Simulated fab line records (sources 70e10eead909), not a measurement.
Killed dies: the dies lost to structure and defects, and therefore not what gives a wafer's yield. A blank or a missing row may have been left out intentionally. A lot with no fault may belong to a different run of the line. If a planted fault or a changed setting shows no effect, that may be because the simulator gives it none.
fab line records ; flow nandHarc ; part 1 of 2: steps 1 to 20 of 30
record: lots: 5; wafers: 15; lastDay: 30
route steps=1302 shown P_M0@284 P_M1@285
lots that met no fault: taken from a fault-free run of the same line
startH: start of the lot's first displayed wafer, in hours after the record's first day ; waitH: hours from the lot's prior step to this one ; " as in the row above ; L1.1+2: a single row standing in for several wafers ; - value missing, or start not given ; * or withheld: withheld ; < > ~ a bound
route shown NAME@n: a module of which the file shows steps, and the number in the route of the first ; usual: the fault-free wafers' mean and standard deviation ; same: alike in all rows ; chamber/n: place in a boat ; sites: readings site by site ; _std_site: how widely they spread, as a standard deviation ; _edge_site: mean of outer sites minus mean of inner sites ; radiusMm: how far each site lies from the wafer's centre ; mask NAME#n: copy n ; behind: tool/chamber where the wafer was last shaped ; hold: what put the lot on hold/how long, in hours/how the hold closed ; device: names the non-switching transistor (n, p or np) ; end of line: the tests these same wafers got at the end of their route ; for a step that has no rows: nothing shown but its recipe ; killed: count of dies lost to structure and defects at first sort (not the wafer's yield) ; map: per-die view of a wafer (x killed, . not killed, _ where there is no die)
set.NAME: the setting the step ran with; set.NAME@STEP: the setting that earlier step ran with ; model.NAME: the simulator's own value behind a step, which no gauge read
lots at some steps of the route; a table a step, a row a wafer
services: a tool's chamber out of use, with start hour (startH, from the record's first day; less than 0 if before it), hours out, and reason
== steps ==
step: NHARC_P_M0_DEP_32
recipe: targetThkA: 300; tempC: 370; targetThkNm: 30; pressureTorr: 3; flowSccm: 200; rfW: 450; material: SiCN
usual: chamberPressureTorr: 2.999/0.0062; heaterPowerW: 595/95; susceptorTempC: 369.98/0.2
lot.wafer;tool;chamber;startH;waitH;chamberPressureTorr;heaterPowerW;susceptorTempC
L076.1;pecvd-03;2;140.48;0.1;2.998;783;369.98
L076.4;pecvd-03;1;140.48;0.1;3.002;512;369.95
L076.5;pecvd-03;2;140.48;0.1;3.002;810;370.28
L080.6;pecvd-01;2;183.63;0.2;2.997;564;369.82
L080.4;pecvd-01;0;183.63;0.2;3.009;561;369.78
L080.5;pecvd-01;1;183.63;0.2;3.001;537;369.33
L087.4;pecvd-01;2;252.50;0.2;2.989;613;370.08
L087.5;pecvd-01;0;252.50;0.2;3.006;541;369.72
L087.6;pecvd-01;1;252.50;0.2;3.002;595;369.96
L089.3;pecvd-03;2;271.01;0.1;3.003;801;370.06
L089.4;pecvd-03;1;271.01;0.1;2.994;538;370.24
L089.6;pecvd-03;2;271.01;0.1;2.999;787;370.15
L088.4;pecvd-02;0;276.56;0.2;2.998;738;369.77
L088.5;pecvd-02;1;276.56;0.2;3.004;695;369.83
L088.6;pecvd-02;2;276.56;0.2;2.998;548;369.60
step: NHARC_P_M1_DEP_00
recipe: targetThkA: 1825; targetThkNm: 182.5; tempC: withheld; pressureTorr: 5; flowSccm: 200; rfW: 600; material: SiOC
usual: chamberPressureTorr: 5.000/0.011
lot.wafer;tool;chamber;startH;waitH;chamberPressureTorr
L076.1;pecvd-02;0;140.89;-;4.995
L076.5;pecvd-02;1;140.89;-;5.022
L076.4;pecvd-02;2;140.89;-;4.988
L080.5;pecvd-01;0;-;-;4.985
L080.6;pecvd-01;1;-;-;4.993
L080.4;pecvd-01;2;-;-;5.000
L087.6;pecvd-02;1;252.92;-;5.006
L087.5;pecvd-02;2;252.92;-;4.978
L087.4;pecvd-02;0;252.92;-;5.001
L089.3;pecvd-02;2;271.34;-;5.014
L089.6;pecvd-02;2;271.34;-;4.993
L089.4;pecvd-02;0;271.34;-;4.993
L088.4;pecvd-03;1;276.98;-;5.005
L088.6;pecvd-03;2;276.98;-;5.000
L088.5;pecvd-03;0;276.98;-;4.993
step: NHARC_P_M1_DEHYDRATE_01
recipe: tempC: 150; timeS: 120
usual: exhaustPa: 45.0/0.87; plateTempC: 149.99/0.13
lot.wafer;tool;chamber;startH;waitH;exhaustPa;plateTempC
L076.1;lithoTrack-06;0;141.20;-;45.4;149.90
L076.4;lithoTrack-06;0;141.20;-;42.8;149.71
L076.5;lithoTrack-06;0;141.20;-;43.7;149.86
L080.4;lithoTrack-04;0;184.30;-;44.5;149.95
L080.5;lithoTrack-04;0;184.30;-;44.3;149.92
L080.6;lithoTrack-04;0;184.30;-;45.7;150.00
L087.4;lithoTrack-04;0;253.19;-;45.7;150.09
L087.5;lithoTrack-04;0;253.19;-;45.4;150.22
L087.6;lithoTrack-04;0;253.19;-;44.8;150.29
L089.3;lithoTrack-04;0;271.74;-;45.2;149.95
L089.4;lithoTrack-04;0;271.74;-;44.5;149.85
L089.6;lithoTrack-04;0;271.74;-;45.5;150.08
L088.4;lithoTrack-01;0;277.25;-;45.7;149.91
L088.5;lithoTrack-01;0;277.25;-;46.9;149.95
L088.6;lithoTrack-01;0;277.25;-;46.8;150.10
step: NHARC_P_M1_HMDS_02
recipe: timeS: 30
usual: exhaustPa: 44.8/0.89
lot.wafer;tool;chamber;startH;waitH;exhaustPa
L076.1;lithoTrack-06;0;-;-;44.5
L076.4;lithoTrack-06;0;-;-;46.0
L076.5;lithoTrack-06;0;-;-;45.7
L080.4;lithoTrack-04;0;-;-;44.8
L080.5;lithoTrack-04;0;-;-;43.5
L080.6;lithoTrack-04;0;-;-;43.6
L087.4;lithoTrack-04;0;-;-;47.2
L087.5;lithoTrack-04;0;-;-;46.3
L087.6;lithoTrack-04;0;-;-;46.5
L089.3;lithoTrack-04;0;-;-;44.9
L089.4;lithoTrack-04;0;-;-;45.5
L089.6;lithoTrack-04;0;-;-;44.4
L088.4;lithoTrack-01;0;-;-;44.8
L088.5;lithoTrack-01;0;-;-;45.0
L088.6;lithoTrack-01;0;-;-;45.2
step: NHARC_P_M1_COAT_34
recipe: tempC: 200; timeS: 65
usual: exhaustPa: 44.9/0.87; plateTempC: 200.01/0.15
lot.wafer;tool;chamber;startH;waitH;exhaustPa;plateTempC
L076.1;lithoTrack-06;0;-;-;43.6;199.93
L076.4;lithoTrack-06;0;-;-;43.6;199.92
L076.5;lithoTrack-06;0;-;-;43.6;199.73
L080.4;lithoTrack-04;0;-;-;44.5;200.02
L080.5;lithoTrack-04;0;-;-;44.8;199.77
L080.6;lithoTrack-04;0;-;-;44.3;200.13
L087.4;lithoTrack-04;0;-;-;45.7;199.91
L087.5;lithoTrack-04;0;-;-;44.8;199.79
L087.6;lithoTrack-04;0;-;-;45.9;200.03
L089.3;lithoTrack-04;0;-;-;45.0;200.04
L089.4;lithoTrack-04;0;-;-;43.5;199.91
L089.6;lithoTrack-04;0;-;-;44.1;200.16
L088.4;lithoTrack-01;0;-;-;44.6;199.91
L088.5;lithoTrack-01;0;-;-;44.9;200.19
L088.6;lithoTrack-01;0;-;-;44.4;200.10
step: NHARC_P_M1_COAT_03
recipe: spinRpm: 1500; resistThkNm: 90
usual: exhaustPa: 44.8/0.87
lot.wafer;tool;chamber;startH;waitH;exhaustPa
L076.1;lithoTrack-06;0;-;-;45.8
L076.4;lithoTrack-06;0;-;-;44.6
L076.5;lithoTrack-06;0;-;-;45.7
L080.4;lithoTrack-04;0;-;-;44.4
L080.5;lithoTrack-04;0;-;-;45.4
L080.6;lithoTrack-04;0;-;-;46.1
L087.4;lithoTrack-04;0;-;-;45.3
L087.5;lithoTrack-04;0;-;-;44.5
L087.6;lithoTrack-04;0;-;-;44.9
L089.3;lithoTrack-04;0;-;-;44.2
L089.4;lithoTrack-04;0;-;-;45.9
L089.6;lithoTrack-04;0;-;-;45.1
L088.4;lithoTrack-01;0;-;-;44.5
L088.5;lithoTrack-01;0;-;-;44.5
L088.6;lithoTrack-01;0;-;-;45.0
step: NHARC_P_M1_SOFTBAKE_04
recipe: tempC: 105; timeS: 55
usual: exhaustPa: 45.0/0.93; plateTempC: 105.02/0.14
lot.wafer;tool;chamber;startH;waitH;exhaustPa;plateTempC
L076.1;lithoTrack-06;0;-;-;43.7;105.27
L076.4;lithoTrack-06;0;-;-;43.3;105.20
L076.5;lithoTrack-06;0;-;-;43.1;105.05
L080.4;lithoTrack-04;0;-;-;43.8;105.03
L080.5;lithoTrack-04;0;-;-;44.6;104.94
L080.6;lithoTrack-04;0;-;-;43.5;105.28
L087.4;lithoTrack-04;0;-;-;45.8;105.05
L087.5;lithoTrack-04;0;-;-;43.0;105.22
L087.6;lithoTrack-04;0;-;-;45.6;105.09
L089.3;lithoTrack-04;0;-;-;45.2;104.85
L089.4;lithoTrack-04;0;-;-;45.1;104.97
L089.6;lithoTrack-04;0;-;-;45.1;105.17
L088.4;lithoTrack-01;0;-;-;45.0;105.32
L088.5;lithoTrack-01;0;-;-;45.7;105.19
L088.6;lithoTrack-01;0;-;-;44.9;105.20
step: NHARC_P_M1_EBR_05
usual: exhaustPa: 44.9/0.91
lot.wafer;tool;chamber;startH;waitH;exhaustPa
L076.1;lithoTrack-06;0;-;-;44.2
L076.4;lithoTrack-06;0;-;-;45.2
L076.5;lithoTrack-06;0;-;-;44.3
L080.4;lithoTrack-04;0;-;-;45.7
L080.5;lithoTrack-04;0;-;-;45.3
L080.6;lithoTrack-04;0;-;-;45.4
L087.4;lithoTrack-04;0;-;-;46.0
L087.5;lithoTrack-04;0;-;-;44.4
L087.6;lithoTrack-04;0;-;-;45.8
L089.3;lithoTrack-04;0;-;-;44.9
L089.4;lithoTrack-04;0;-;-;45.9
L089.6;lithoTrack-04;0;-;-;43.4
L088.4;lithoTrack-01;0;-;-;45.4
L088.5;lithoTrack-01;0;-;-;46.7
L088.6;lithoTrack-01;0;-;-;44.2
step: NHARC_P_M1_EXPOSE_06
recipe: na: 1.35; targetCdNm: 130; doseMj: 81.88; maskId: P_M1
usual: exposureDoseMJCm2: 81.76/0.091
lot.wafer;tool;chamber;startH;waitH;mask;exposureDoseMJCm2
L076.1;arfiScanner-03;0;141.37;-;P_M1#0;81.89
L076.4;arfiScanner-03;0;141.37;-;P_M1#0;81.77
L076.5;arfiScanner-03;0;141.37;-;P_M1#0;81.73
L080.4;arfiScanner-03;0;184.48;-;P_M1#0;81.65
L080.5;arfiScanner-03;0;184.48;-;P_M1#0;81.73
L080.6;arfiScanner-03;0;184.48;-;P_M1#0;81.66
L087.4;arfiScanner-02;0;253.49;-;P_M1#0;81.66
L087.5;arfiScanner-02;0;253.49;-;P_M1#0;81.89
L087.6;arfiScanner-02;0;253.49;-;P_M1#0;81.66
L089.3;arfiScanner-02;0;271.91;-;P_M1#0;81.75
L089.4;arfiScanner-02;0;271.91;-;P_M1#0;81.75
L089.6;arfiScanner-02;0;271.91;-;P_M1#0;81.83
L088.4;arfiScanner-01;0;277.55;-;P_M1#0;81.78
L088.5;arfiScanner-01;0;277.55;-;P_M1#0;81.70
L088.6;arfiScanner-01;0;277.55;-;P_M1#0;81.74
step: NHARC_P_M1_PEB_07
recipe: pebTempC: 100; pebTimeS: 65
usual: exhaustPa: 44.8/0.79; plateTempC: 99.99/0.12
lot.wafer;tool;chamber;startH;waitH;exhaustPa;plateTempC
L076.1;lithoTrack-04;0;141.43;0.1;44.8;100.34
L076.4;lithoTrack-04;0;141.43;0.1;43.4;100.30
L076.5;lithoTrack-04;0;141.43;0.1;44.2;100.09
L080.4;lithoTrack-04;0;184.53;0.0;45.3;100.06
L080.5;lithoTrack-04;0;184.53;0.0;44.7;100.03
L080.6;lithoTrack-04;0;184.53;0.0;45.5;100.17
L087.4;lithoTrack-01;0;253.54;0.0;45.4;100.05
L087.5;lithoTrack-01;0;253.54;0.0;44.2;100.11
L087.6;lithoTrack-01;0;253.54;0.0;43.7;99.97
L089.3;lithoTrack-01;0;271.97;0.0;44.9;99.95
L089.4;lithoTrack-01;0;271.97;0.0;46.8;99.83
L089.6;lithoTrack-01;0;271.97;0.0;46.7;99.97
L088.4;lithoTrack-06;0;277.60;0.0;44.7;99.75
L088.5;lithoTrack-06;0;277.60;0.0;45.5;99.78
L088.6;lithoTrack-06;0;277.60;0.0;44.7;99.90
step: NHARC_P_M1_DEVELOP_08
recipe: developTimeS: 35; devTempC: 23
usual: exhaustPa: 45.0/0.94
lot.wafer;tool;chamber;startH;waitH;exhaustPa
L076.1;lithoTrack-04;0;-;-;45.9
L076.4;lithoTrack-04;0;-;-;45.5
L076.5;lithoTrack-04;0;-;-;45.4
L080.4;lithoTrack-04;0;-;-;45.1
L080.5;lithoTrack-04;0;-;-;44.5
L080.6;lithoTrack-04;0;-;-;44.2
L087.4;lithoTrack-01;0;-;-;45.9
L087.5;lithoTrack-01;0;-;-;45.9
L087.6;lithoTrack-01;0;-;-;45.4
L089.3;lithoTrack-01;0;-;-;44.9
L089.4;lithoTrack-01;0;-;-;44.3
L089.6;lithoTrack-01;0;-;-;45.6
L088.4;lithoTrack-06;0;-;-;44.4
L088.5;lithoTrack-06;0;-;-;45.5
L088.6;lithoTrack-06;0;-;-;45.6
step: NHARC_P_M1_CD_MEAS_09
recipe: targetCdNm: 130; landingEnergyEv: 500
usual: cdNm: 129.9/0.45
lot.wafer;tool;chamber;startH;waitH;cdNm
L076.1;cdSem-03;0;141.51;-;130.5
L076.4;cdSem-03;0;141.51;-;130.0
L076.5;cdSem-03;0;141.51;-;130.4
L080.4;cdSem-03;0;184.61;-;130.1
L080.5;cdSem-03;0;184.61;-;130.2
L080.6;cdSem-03;0;184.61;-;129.2
L087.4;cdSem-02;0;253.63;-;129.6
L087.5;cdSem-02;0;253.63;-;129.7
L087.6;cdSem-02;0;253.63;-;129.8
L089.3;cdSem-03;0;272.05;-;129.7
L089.4;cdSem-03;0;272.05;-;130.6
L089.6;cdSem-03;0;272.05;-;130.0
L088.4;cdSem-03;0;277.69;-;129.7
L088.5;cdSem-03;0;277.69;-;130.2
L088.6;cdSem-03;0;277.69;-;130.2
step: NHARC_P_M1_OVL_MEAS_10
recipe: pitchNm: 260
usual: overlayXNm: 0.1/0.85; overlayYNm: -0.2/0.89
lot.wafer;tool;chamber;startH;waitH;overlayXNm;overlayYNm
L076.1;overlay-01;-;141.60;-;0.4;-0.1
L076.4;overlay-01;-;141.60;-;0.7;-1.1
L076.5;overlay-01;-;141.60;-;0.6;-0.3
L080.4;overlay-02;-;184.69;-;-0.2;1.3
L080.5;overlay-02;-;184.69;-;-0.1;1.1
L080.6;overlay-02;-;184.69;-;0.0;1.3
L087.4;overlay-01;-;253.71;-;0.3;-0.4
L087.5;overlay-01;-;253.71;-;0.6;0.7
L087.6;overlay-01;-;253.71;-;0.1;0.3
L089.3;overlay-01;-;272.13;-;0.4;-0.5
L089.4;overlay-01;-;272.13;-;0.5;0.0
L089.6;overlay-01;-;272.13;-;-0.1;-0.1
L088.4;overlay-02;-;277.77;-;1.1;-1.0
L088.5;overlay-02;-;277.77;-;1.0;-0.5
L088.6;overlay-02;-;277.77;-;1.0;-0.6
step: NHARC_P_M1_INSPECT_11
usual: rawDefectCount: 4.2/2.4
lot.wafer;tool;chamber;startH;waitH;rawDefectCount
L076.1;defectInspect-01;-;141.63;0.0;3
L076.4;defectInspect-01;-;141.63;0.0;6
L076.5;defectInspect-01;-;141.63;0.0;2
L080.4;defectInspect-02;-;184.73;0.0;8
L080.5;defectInspect-02;-;184.73;0.0;2
L080.6;defectInspect-02;-;184.73;0.0;7
L087.4;defectInspect-02;-;253.75;0.0;6
L087.5;defectInspect-02;-;253.75;0.0;5
L087.6;defectInspect-02;-;253.75;0.0;5
L089.3;defectInspect-01;-;272.17;0.0;5
L089.4;defectInspect-01;-;272.17;0.0;5
L089.6;defectInspect-01;-;272.17;0.0;6
L088.4;defectInspect-01;-;277.80;0.0;3
L088.5;defectInspect-01;-;277.80;0.0;6
L088.6;defectInspect-01;-;277.80;0.0;2
step: NHARC_P_M1_DESCUM_14
recipe: timeS: 3; o2FlowSccm: 200; arFlowSccm: 0; biasPowerW: 0; chemistry: O2
usual: drypumpMotorCurrentA: 5.87/0.28; oesProductAu: 1.002/0.0074; rfVppV: 57.7/0.82; showerheadPlenumPTorr: 1.92/0.063; throttleValvePct: 11.311/0.0088
lot.wafer;tool;chamber;startH;waitH;drypumpMotorCurrentA;oesProductAu;rfHoursCounterH;rfVppV;showerheadPlenumPTorr;throttleValvePct
L076.4;rieDiel-02;1;141.70;0.1;5.72;1.002;8;56.0;1.82;11.321
L076.1;rieDiel-02;2;141.70;0.1;5.95;1.008;8;57.9;1.93;11.307
L076.5;rieDiel-02;1;141.70;0.1;5.73;1.002;-;57.0;1.82;11.329
L080.4;rieDiel-01;3;184.79;0.1;6.28;1.005;10;56.9;1.91;11.310
L080.6;rieDiel-01;3;184.79;0.1;6.27;1.003;-;57.8;1.91;11.311
L080.5;rieDiel-01;0;184.79;0.1;5.75;1.002;-;58.7;1.93;11.323
L087.5;rieDiel-01;0;253.84;0.1;5.73;0.994;-;57.2;1.93;11.313
L087.4;rieDiel-01;1;253.84;0.1;5.81;0.994;-;57.3;1.83;11.307
L087.6;rieDiel-01;2;253.84;0.1;6.32;0.996;-;57.4;2.00;11.315
L089.3;rieDiel-01;3;272.23;0.1;6.23;1.003;2;56.2;1.91;11.306
L089.4;rieDiel-01;0;272.23;0.1;5.73;0.999;3;57.5;1.93;11.307
L089.6;rieDiel-01;3;272.23;0.1;6.28;1.004;-;56.6;1.91;11.318
L088.4;rieDiel-02;0;277.90;0.1;5.51;1.000;-;58.3;1.93;11.322
L088.5;rieDiel-02;2;277.90;0.1;5.99;1.000;-;57.0;1.93;11.330
L088.6;rieDiel-02;3;277.90;0.1;5.75;1.005;-;57.5;1.96;11.298
step: NHARC_P_M1_ETCH_35
recipe: targetDepthA: 400; overetchA: 120; timeS: 43.94; ionEnergyEv: 200; n2FlowSccm: 150; h2FlowSccm: 150; arFlowSccm: 0; rfW: 400; biasW: 150; chemistry: N2/H2
usual: biasW: 150.0/0.47; drypumpMotorCurrentA: 5.87/0.29; oesProductAu: 1.003/0.0074; rfVppV: 430.6/2.1; showerheadPlenumPTorr: 2.04/0.068; throttleValvePct: 14.172/0.0091
lot.wafer;tool;chamber;startH;waitH;biasW;drypumpMotorCurrentA;oesProductAu;rfHoursCounterH;rfVppV;showerheadPlenumPTorr;throttleValvePct
L076.4;rieDiel-02;2;141.78;0.1;149.4;5.96;0.987;8;431.3;2.06;14.178
L076.1;rieDiel-02;1;141.78;0.1;150.3;5.70;1.015;8;427.4;1.94;14.163
L076.5;rieDiel-02;2;141.78;0.1;150.1;5.93;1.007;-;432.8;2.06;14.177
L080.4;rieDiel-01;0;184.88;0.1;149.7;5.75;1.012;11;431.5;2.06;14.180
L080.5;rieDiel-01;2;184.88;0.1;151.0;6.28;1.003;-;433.1;2.14;14.159
L080.6;rieDiel-01;3;184.88;0.1;150.7;6.28;0.994;-;430.0;2.03;14.182
L087.4;rieDiel-01;0;253.93;0.1;149.4;5.76;1.005;-;430.8;2.06;14.170
L087.6;rieDiel-01;1;253.93;0.1;150.3;5.82;0.993;-;428.6;1.95;14.163
L087.5;rieDiel-01;2;253.93;0.1;150.5;6.29;0.994;-;431.9;2.14;14.173
L089.4;rieDiel-01;1;272.33;0.1;149.6;5.81;1.003;3;428.1;1.95;14.172
L089.3;rieDiel-01;2;272.33;0.1;149.9;6.29;1.004;3;432.9;2.14;14.177
L089.6;rieDiel-01;3;272.33;0.1;149.3;6.29;1.013;-;431.1;2.03;14.177
L088.6;rieDiel-02;2;277.99;0.1;150.6;5.97;1.004;-;430.3;2.06;14.166
L088.4;rieDiel-02;3;277.99;0.1;150.2;5.79;1.005;-;433.4;2.09;14.178
L088.5;rieDiel-02;0;277.99;0.1;150.0;5.54;0.997;-;430.7;2.06;14.189
step: NHARC_P_M1_ETCH_15
recipe: targetDepthA: 1825; timeS: 91.2; c4f8FlowSccm: withheld; arFlowSccm: 400; rfW: 600; biasW: 300; chemistry: C4F8/Ar
usual: biasW: 300.1/0.88; oesProductAu: 0.952/0.02; rfVppV: 440.9/2.3
lot.wafer;tool;chamber;startH;waitH;biasW;oesProductAu;rfHoursCounterH;rfVppV
L076.4;rieDiel-02;2;-;-;299.7;0.969;8;441.4
L076.1;rieDiel-02;3;-;-;301.1;0.990;8;440.8
L076.5;rieDiel-02;1;-;-;299.6;0.954;-;437.3
L080.4;rieDiel-01;1;-;-;299.9;0.990;10;438.0
L080.5;rieDiel-01;0;-;-;301.0;0.976;-;440.2
L080.6;rieDiel-01;1;-;-;298.7;0.983;-;437.8
L087.6;rieDiel-01;1;-;-;300.2;0.960;-;438.6
L087.4;rieDiel-01;2;-;-;300.5;0.960;-;445.2
L087.5;rieDiel-01;0;-;-;299.0;0.960;-;441.8
L089.3;rieDiel-01;1;-;-;300.2;0.969;3;436.4
L089.4;rieDiel-01;3;-;-;299.7;0.952;2;440.1
L089.6;rieDiel-01;1;-;-;301.6;0.969;-;438.1
L088.5;rieDiel-02;0;-;-;299.6;0.954;-;440.7
L088.6;rieDiel-02;2;-;-;298.9;0.959;-;443.4
L088.4;rieDiel-02;3;-;-;301.3;0.946;-;441.6
step: NHARC_P_M1_CD_MEAS_16
usual: cdNm: 129.8/0.55
lot.wafer;tool;chamber;startH;waitH;cdNm
L076.1;cdSem-03;-;142.00;-;130.0
L076.4;cdSem-03;-;142.00;-;130.3
L076.5;cdSem-03;-;142.00;-;130.1
L080.4;cdSem-01;-;185.10;-;129.0
L080.5;cdSem-01;-;185.10;-;129.8
L080.6;cdSem-01;-;185.10;-;128.5
L087.4;cdSem-02;-;254.16;-;129.4
L087.5;cdSem-02;-;254.16;-;128.9
L087.6;cdSem-02;-;254.16;-;129.9
L089.3;cdSem-03;-;272.54;-;129.5
L089.4;cdSem-03;-;272.54;-;130.3
L089.6;cdSem-03;-;272.54;-;130.0
L088.4;cdSem-02;-;278.22;-;129.6
L088.5;cdSem-02;-;278.22;-;130.0
L088.6;cdSem-02;-;278.22;-;129.4
step: NHARC_P_M1_STRIP_18
recipe: powerW: 1000; n2FlowSccm: 150; h2FlowSccm: 150; arFlowSccm: 0; biasW: 0; chemistry: N2/H2
usual: drypumpMotorCurrentA: 6.0/0.35; oesProductAu: 1.001/0.0068; powerW: 1000.1/2.9; rfVppV: 90.7/0.95; showerheadPlenumPTorr: 2.05/0.082; throttleValvePct: 14.172/0.0095
same: biasW: 0
lot.wafer;tool;chamber;startH;waitH;drypumpMotorCurrentA;oesProductAu;powerW;rfHoursCounterH;rfVppV;showerheadPlenumPTorr;throttleValvePct
L076.1;rieDiel-01;1;142.13;0.1;5.8;1.008;998.0;7;90.0;1.95;14.177
L076.4;rieDiel-01;2;142.13;0.1;6.3;0.996;1001.9;7;91.3;2.14;14.182
L076.5;rieDiel-01;3;142.13;0.1;6.3;0.997;996.6;-;88.2;2.03;14.170
L080.4;rieDiel-02;3;185.17;0.1;5.8;1.017;1003.4;11;91.7;2.09;14.195
L080.5;rieDiel-02;3;185.17;0.1;5.8;1.006;1000.9;-;92.4;2.09;14.187
L080.6;rieDiel-02;0;185.17;0.1;5.5;1.002;998.1;-;91.8;2.06;14.172
L087.4;rieDiel-02;2;254.26;0.1;6.0;1.004;999.3;4;90.5;2.06;14.162
L087.6;rieDiel-02;1;254.26;0.1;5.7;1.001;997.3;-;89.5;1.93;14.168
L087.5;rieDiel-02;2;254.26;0.1;6.0;1.004;998.8;-;90.6;2.06;14.176
L089.4;rieDiel-04;0;272.64;0.1;5.2;1.004;1000.3;28;89.2;1.97;14.176
L089.3;rieDiel-04;2;272.64;0.1;6.2;0.994;1000.5;28;91.6;2.12;14.178
L089.6;rieDiel-04;3;272.64;0.1;6.0;1.000;998.8;-;90.7;2.19;14.162
L088.4;rieDiel-04;2;278.34;0.1;6.2;0.991;1000.1;29;90.9;2.12;14.160
L088.6;rieDiel-04;0;278.34;0.1;5.3;0.997;998.0;-;89.7;1.97;14.161
L088.5;rieDiel-04;1;278.34;0.1;6.6;1.011;1002.7;-;88.9;1.90;14.171
step: NHARC_P_M1_ETCH_28
recipe: targetDepthA: 300; overEtchFrac: 0.3; timeS: 72.99; ionEnergyEv: 150; cf4FlowSccm: 50; n2FlowSccm: 100; arFlowSccm: 150; rfW: 300; biasW: 100; chemistry: CF4/N2
usual: biasW: 99.97/0.29; drypumpMotorCurrentA: 6.0/0.36; oesProductAu: 1.001/0.0074; rfVppV: 314.2/1.9; showerheadPlenumPTorr: 2.63/0.1; throttleValvePct: 19.794/0.0096
lot.wafer;tool;chamber;startH;waitH;biasW;drypumpMotorCurrentA;oesProductAu;rfHoursCounterH;rfVppV;showerheadPlenumPTorr;throttleValvePct
L076.1;rieDiel-01;0;-;-;100.08;5.7;1.008;8;314.9;2.65;19.785
L076.4;rieDiel-01;2;-;-;100.48;6.3;0.985;7;316.6;2.75;19.811
L076.5;rieDiel-01;0;-;-;99.34;5.8;1.006;-;313.7;2.65;19.798
L080.4;rieDiel-02;0;-;-;99.83;5.5;0.997;11;314.9;2.65;19.801
L080.5;rieDiel-02;0;-;-;99.46;5.5;0.999;-;313.3;2.65;19.778
L080.6;rieDiel-02;1;-;-;99.88;5.7;0.998;-;312.5;2.50;19.804
L087.4;rieDiel-02;0;-;-;99.92;5.5;1.002;5;314.3;2.64;19.799
L087.5;rieDiel-02;3;-;-;100.01;5.8;1.002;-;314.9;2.69;19.796
L087.6;rieDiel-02;0;-;-;99.80;5.5;1.007;-;314.8;2.64;19.780
L089.3;rieDiel-04;0;-;-;99.58;5.3;1.007;28;312.8;2.54;19.793
L089.4;rieDiel-04;2;-;-;100.14;6.2;1.003;28;315.9;2.72;19.788
L089.6;rieDiel-04;1;-;-;99.78;6.6;1.021;-;312.6;2.46;19.793
L088.4;rieDiel-04;2;-;-;99.90;6.2;0.989;29;313.9;2.72;19.812
L088.5;rieDiel-04;1;-;-;100.33;6.6;0.995;-;310.2;2.46;19.774
L088.6;rieDiel-04;2;-;-;99.94;6.2;0.998;-;316.3;2.72;19.791
